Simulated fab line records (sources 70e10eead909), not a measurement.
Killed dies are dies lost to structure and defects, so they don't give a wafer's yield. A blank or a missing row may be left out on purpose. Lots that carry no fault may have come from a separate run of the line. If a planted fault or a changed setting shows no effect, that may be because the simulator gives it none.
Which of the tools did it?    flow nandHarc    15 lots, 45 wafers sampled, at 5 steps of a route of 1302

## WHAT EACH GAUGE READ, for each wafer
NHARC_P_CONTACT_CD_MEAS_12: target cd 90 nm. Usual: cdNm 90.4 nm, standard deviation 0.7.
lot   measured      on        cdNm (nm)          flag
L277  day 5 21:51   cdSem-03  90.5 90.2 89.6     
L278  day 6 16:02   cdSem-01  89.3 90.1 89.9     
L279  day 7 01:49   cdSem-03  90.8 90.8 91.6     
L280  day 7 04:28   cdSem-03  90.9 90.7 90.5     
L281  day 7 10:09   cdSem-01  91.2 92.0 90.6     
L283  day 8 11:44   cdSem-03  90.5 90.2 90.5     
L285  day 9 04:02   cdSem-03  90.5 90.4 89.9     
L286  day 9 17:31   cdSem-02  90.4 90.3 90.5     
L292  day 12 02:14  cdSem-03  114.8 114.2 114.5  OFF
L294  day 13 03:42  cdSem-03  109.9 109.4 109.8  OFF
L295  day 13 12:57  cdSem-02  109.1 108.7 108.7  OFF
L297  day 14 05:50  cdSem-02  90.8 90.8 90.4     
L296  day 14 06:43  cdSem-02  91.0 91.0 90.8     
L298  day 15 02:34  cdSem-01  90.0 90.7 89.9     
L300  day 15 21:07  cdSem-02  89.5 89.8 90.1     

NHARC_P_CONTACT_INSPECT_27. Usual: rawDefectCount 299, standard deviation 200.
lot   measured      on                rawDefectCount  flag
L277  day 6 01:08   defectInspect-02  1169 859 1204   OFF
L278  day 6 19:19   defectInspect-01  141 146 171     
L279  day 7 05:05   defectInspect-02  220 244 274     
L280  day 7 07:43   defectInspect-01  179 350 167     
L281  day 7 13:23   defectInspect-01  124 164 144     
L283  day 8 15:04   defectInspect-02  275 263 354     
L285  day 9 07:16   defectInspect-02  180 229 483     
L286  day 9 20:49   defectInspect-02  295 260 559     
L292  day 12 05:41  defectInspect-01  239 267 184     
L294  day 13 07:10  defectInspect-01  240 246 396     
L295  day 13 16:16  defectInspect-01  433 244 157     
L297  day 14 09:10  defectInspect-02  177 319 349     
L296  day 14 09:59  defectInspect-02  224 148 163     
L298  day 15 05:51  defectInspect-02  232 100 446     
L300  day 16 00:23  defectInspect-01  453 344 488     

## WHAT TOOL EACH LOT RAN ON (gives the tool, then ch and the chambers of the sampled wafers, and finally the start)
lot   NHARC_P_GATE_RTA_82              NHARC_P_CONTACT_EXPOSE_09          NHARC_P_CONTACT_CVD_23
L277  rtpAnneal-01 ch 0, day 5 20:03   arfiScanner-03 ch 0, day 5 21:43   cvdW-02 ch 0,1, day 6 01:08 or earlier
L278  rtpAnneal-01 ch 0, day 6 14:12   arfiScanner-01 ch 0, day 6 15:53   cvdW-02 ch 0,1, day 6 19:19 or earlier
L279  rtpAnneal-01 ch 0, day 7 00:00   arfiScanner-03 ch 0, day 7 01:40   cvdW-02 ch 0,1, day 7 05:05 or earlier
L280  rtpAnneal-02 ch 0, day 7 02:39   arfiScanner-02 ch 0, day 7 04:19   cvdW-02 ch 0,1, day 7 07:43 or earlier
L281  rtpAnneal-01 ch 0, day 7 08:31   arfiScanner-02 ch 0, day 7 10:01   cvdW-02 ch 0,1, day 7 13:23 or earlier
L283  rtpAnneal-02 ch 0, day 8 09:56   arfiScanner-01 ch 0, day 8 11:35   cvdW-01 ch 1, day 8 15:04 or earlier
L285  rtpAnneal-01 ch 0, day 9 02:25   arfiScanner-02 ch 0, day 9 03:53   cvdW-01 ch 0,1, day 9 07:16 or earlier
L286  rtpAnneal-02 ch 0, day 9 15:46   arfiScanner-01 ch 0, day 9 17:23   cvdW-02 ch 0,1, day 9 20:49 or earlier
L292  rtpAnneal-02 ch 0, day 12 00:26  arfiScanner-01 ch 0, day 12 02:05  cvdW-01 ch 0,1, day 12 05:41 or earlier
L294  rtpAnneal-01 ch 0, day 13 01:53  arfiScanner-01 ch 0, day 13 03:34  cvdW-01 ch 0,1, day 13 07:10 or earlier
L295  rtpAnneal-01 ch 0, day 13 11:16  arfiScanner-01 ch 0, day 13 12:49  cvdW-02 ch 0,1, day 13 16:16 or earlier
L297  rtpAnneal-02 ch 0, day 14 04:04  arfiScanner-02 ch 0, day 14 05:41  cvdW-01 ch 0,1, day 14 09:10 or earlier
L296  rtpAnneal-02 ch 0, day 14 04:56  arfiScanner-03 ch 0, day 14 06:35  cvdW-02 ch 1, day 14 09:59 or earlier
L298  rtpAnneal-01 ch 0, day 15 00:55  arfiScanner-03 ch 0, day 15 02:26  cvdW-01 ch 1, day 15 05:51 or earlier
L300  rtpAnneal-02 ch 0, day 15 19:19  arfiScanner-03 ch 0, day 15 20:59  cvdW-02 ch 0,1, day 16 00:23 or earlier
- NHARC_P_GATE_RTA_82: time 30 s.
- NHARC_P_CONTACT_EXPOSE_09: exposes mask P CA, target cd 90 nm.
- NHARC_P_CONTACT_CVD_23: deposits W, target thk 200 nm, time 557 s.

## AS READ BY THE TOOLS THEMSELVES (means over the sampled wafers that have a number; for cases with no such wafer, the mark the record gives instead)
NHARC_P_GATE_RTA_82. Usual: lampPowerPct 3.9 %, standard deviation 0.42; lamp_zone_1_pct 3.9 %, standard deviation 0.42; lamp_zone_7_pct 4.1 %, standard deviation 0.44; wafer_temp_C_max 452.0, standard deviation 1.1.
lot   tool          lampPowerPct (%)  lamp_zone_1_pct (%)  lamp_zone_7_pct (%)  wafer_temp_C_max  flag
L277  rtpAnneal-01  3.5               3.5                  3.7                  451.3             
L278  rtpAnneal-01  3.5               3.5                  3.7                  451.4             
L279  rtpAnneal-01  3.5               3.5                  3.7                  451.3             
L280  rtpAnneal-02  4.4               4.4                  4.6                  453.1             
L281  rtpAnneal-01  3.5               3.5                  3.7                  451.1             
L283  rtpAnneal-02  4.4               4.4                  4.6                  453.4             
L285  rtpAnneal-01  3.5               3.5                  3.7                  451.3             
L286  rtpAnneal-02  4.4               4.4                  4.6                  454.1             
L292  rtpAnneal-02  4.4               4.4                  4.6                  452.8             
L294  rtpAnneal-01  3.5               3.5                  3.7                  450.9             
L295  rtpAnneal-01  3.5               3.5                  3.7                  451.1             
L297  rtpAnneal-02  4.4               4.4                  4.6                  453.3             
L296  rtpAnneal-02  4.4               4.4                  4.6                  452.6             
L298  rtpAnneal-01  3.5               3.5                  3.7                  451.1             
L300  rtpAnneal-02  4.4               4.4                  4.6                  453.2             

NHARC_P_CONTACT_EXPOSE_09. Usual: exposureDoseMJCm2 81.22, standard deviation 0.08; stageVelMmS 499.98 mm/s, standard deviation 0.27.
lot   tool            exposureDoseMJCm2  stageVelMmS (mm/s)  flag
L277  arfiScanner-03  81.24              499.65              
L278  arfiScanner-01  81.25              500.19              
L279  arfiScanner-03  81.17              500.00              
L280  arfiScanner-02  81.10              499.88              
L281  arfiScanner-02  81.27              499.79              
L283  arfiScanner-01  81.33              499.79              
L285  arfiScanner-02  81.17              499.77              
L286  arfiScanner-01  81.29              499.86              
L292  arfiScanner-01  118.52             500.47              OFF
L294  arfiScanner-01  111.17             499.91              OFF
L295  arfiScanner-01  110.47             500.12              OFF
L297  arfiScanner-02  81.20              500.06              
L296  arfiScanner-03  81.31              499.80              
L298  arfiScanner-03  81.19              500.15              
L300  arfiScanner-03  81.21              499.81              

NHARC_P_CONTACT_CVD_23. Usual: heaterPowerW 477 W, standard deviation 27; mfcH2Sccm 1600 sccm, standard deviation 4.6; throttleValvePct 8.3 %, standard deviation 0.37.
lot   tool     heaterPowerW (W)  mfcH2Sccm (sccm)  throttleValvePct (%)  flag
L277  cvdW-02  479               1605              8.6                   
L278  cvdW-02  473               1598              8.6                   
L279  cvdW-02  474               1601              8.4                   
L280  cvdW-02  458               1598              8.5                   
L281  cvdW-02  456               1601              8.6                   
L283  cvdW-01  481               1598              8.0                   
L285  cvdW-01  495               1601              7.9                   
L286  cvdW-02  454               1603              8.5                   
L292  cvdW-01  498               1599              7.8                   
L294  cvdW-01  493               1600              8.1                   
L295  cvdW-02  472               1600              8.5                   
L297  cvdW-01  496               1598              7.9                   
L296  cvdW-02  486               1594              8.5                   
L298  cvdW-01  512               1600              7.8                   
L300  cvdW-02  460               1603              8.5                   

## THE ANSWER, worked out from the rows above alone
Rule: take the mean of a lot's wafers that have a number; if it is more than 3 standard deviations from the usual mean, the lot is off. A lot without any number at a reading at which 4 lots or more have one is off too. Where the step has rows for the other lots, those lots are counted as sound. The gauges are gone through in route order, then the tools' own readings, and for those a lot's mean is taken as printed above. The first step at which some lot is off is used, and at that step the reading that is off furthest; a lot without a number counts as furthest.
Off: L292, L294, L295 (NHARC_P_CONTACT_CD_MEAS_12, cdNm).
If a tool, at a process step before that reading, ran all the lots that are off and no sound lot after the first of them, it fits. Not tried: the gauges at NHARC_P_CONTACT_CD_MEAS_12; whatever is off there is also off at NHARC_P_CONTACT_EXPOSE_09, on other tools, and gauge error can't account for it. One fits: arfiScanner-01 at NHARC_P_CONTACT_EXPOSE_09. A fault onset in the window from L286 (day 9 17:23, its last sound lot) to L292 (day 12 02:05, its first lot off) fits.
The tool's own readings at NHARC_P_CONTACT_EXPOSE_09 bear it out: on the lots that are off they differ by more than 5 times the standard deviation of the sound lots' means. exposureDoseMJCm2 reads 113.39 there against 81.23 on the sound lots.

## WHAT THE SIMULATOR HAD INSERTED
Process parameter drift: arfiScanner-01, from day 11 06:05 on, at NHARC_P_CONTACT_EXPOSE_09. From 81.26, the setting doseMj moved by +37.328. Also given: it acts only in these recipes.
Lots struck among those shown: L292, L294, L295. The rule given above showed the same thing.
